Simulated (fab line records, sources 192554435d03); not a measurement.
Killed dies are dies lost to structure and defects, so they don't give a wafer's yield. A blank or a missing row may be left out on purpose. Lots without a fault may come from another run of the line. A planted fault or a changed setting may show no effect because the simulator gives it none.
A struck lot beside a sound one | flow n5_finfet | 14 steps out of a route of 1938
Sound: wafers L746.1, L746.2, L746.3. Struck: wafer L729.2. (L729.5, L729.6 of the same lot were not struck and are left out.) The cause comes at the end.
At each step with rows: each side's tool, then ch and its chambers, then its first start. Under that, the readings that differ: sound wafers | struck wafers | difference of the means | sigmas: that difference in standard deviations of wafers without a fault.
alike: readings whose means differ by less than 2 such deviations, and words and numbers that are the same on both sides. not compared: withheld readings, readings that some wafer has no value for, bounds like >300 that may hide the same value, and numbers for which the record gives no deviation and whose values overlap.
The two part at a step that has a row with sigmas, a row that says differs or no value, or rows on one side only. Numbers that don't overlap but have no deviation are shown without sigmas and don't part them. A reading that every wafer of one side lacks parts them only if that side has two wafers or more.

first, 10 steps without rows for these wafers: N5_FIN_CUT_DESCUM_13 (chemistry O2, time 7 s); N5_FIN_CUT_ETCH_30 (etches underlayer in N2/H2, target depth 13 nm, time 10.4 s); N5_FIN_CUT_ETCH_20 (etches SiARC in CF4, target depth 26 nm, time 43.3 s); N5_FIN_CUT_ETCH_21 (etches SOC in N2/H2, target depth 219 nm, overetch 43.8 nm, time 523.5 s); N5_FIN_CUT_STRIP_23 (strips in N2/H2); N5_FIN_CUT_STRIP_31 (strips in N2/H2); N5_FIN_CUT_STRIP_24 (strips in CF4); N5_FIN_CUT_CUT_ETCH_26 (etches SiNx in CH3F/O2, target depth 39 nm, time 55.7 s); N5_FIN_CUT_CUT_ETCH_27 (etches SiO2 in CHF3/O2, target depth 4 nm, overetch 2 nm, time 4.9 s); N5_FIN_CUT_PRECLEAN_35 (cleans in vHF, time 13.3 s).
N5_FIN_CUT_CUT_ETCH_15: etches Si in HBr/Cl2/O2, target depth 100 nm, bt time 10 s, time 42.4 s.
  sound on rie_si-05 ch 0,2,3, day 7 21:59; struck on rie_si-05 ch 0, day 3 15:14
  reading                                  | sound             | struck | difference | sigmas
  oes_product_au (a.u.)                    | 0.982 1.026 0.974 | 1.027  | +0.033     | +2
  model.FIN_CUT.feature_depth_nm (nm)      | 100.2 105.2 97.4  | 151.6  | +50.7      |
  model.etch.depth_nm (nm)                 | 100.1 105.1 97.42 | 151.7  | +50.8      |
  model.SOC_of_FIN_CUT_COAT_18.thk_nm (nm) | 169.6 167.8 170.8 | 150.2  | -19.2      |
  alike: drypump_motor_current_A, mfc_cl2_sccm, throttle_valve_pct
  not compared: rf_fwd_power_W, rf_hours_counter_h
N5_FIN_CUT_CUT_ETCH_28: etches Si in HBr/Cl2/O2, target depth 6 nm, time 2.4 s.
  sound on rie_si-05 ch 0,2,3, day 7 22:02; struck on rie_si-05 ch 0, day 3 15:18
  reading                                  | sound           | struck | difference | sigmas
  model.SOC_of_FIN_CUT_COAT_18.thk_nm (nm) | 167.8 166 169.2 | 148.6  | -19.1      |
  alike: drypump_motor_current_A, mfc_cl2_sccm, oes_product_au, throttle_valve_pct
  not compared: rf_fwd_power_W, rf_hours_counter_h
then, 1 step without rows for these wafers: N5_FIN_CUT_STRIP_22 (strips in N2/H2).
-- the record jumps here: 6 days lie between the struck wafers' starts before and after (it left off in module FIN_CUT and takes up again in module BEOL_M4, whose first step shown is number 1111 of the route) --
N5_BEOL_M4_RC_MEAS_101:
  sound on prober-02 ch 0, day 14 20:02; struck on prober-02 ch 0, day 9 08:14
  reading        | sound                | struck | difference | sigmas
  DIBL_P (mV/V)  | 37.3 38.8 38.5       | 33.8   | -4.4       | -2
  IOFF_N (nA/um) | 0.16 0.19 0.17       | 0.11   | -0.06      | -2
  ION_N (uA/um)  | 697 684 688          | 657    | -33        | -3
  ION_P (uA/um)  | 477 466 474          | 457    | -15        | -2
  VT_N (mV)      | 247 247 247          | 254    | +7         | +2
  VT_P (mV)      | -247.2 -247.8 -246.5 | -256.1 | -8.9       | -3
  alike: DIBL_N, IOFF_P, SS_N, SS_P

WHERE THEY PART
First at N5_FIN_CUT_CUT_ETCH_15; last, within this record, at N5_BEOL_M4_RC_MEAS_101.

WHY: what the simulator had put in
Process parameter drift: rie_si-05, from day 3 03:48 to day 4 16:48, at N5_FIN_CUT_CUT_ETCH_15. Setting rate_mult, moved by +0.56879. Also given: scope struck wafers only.
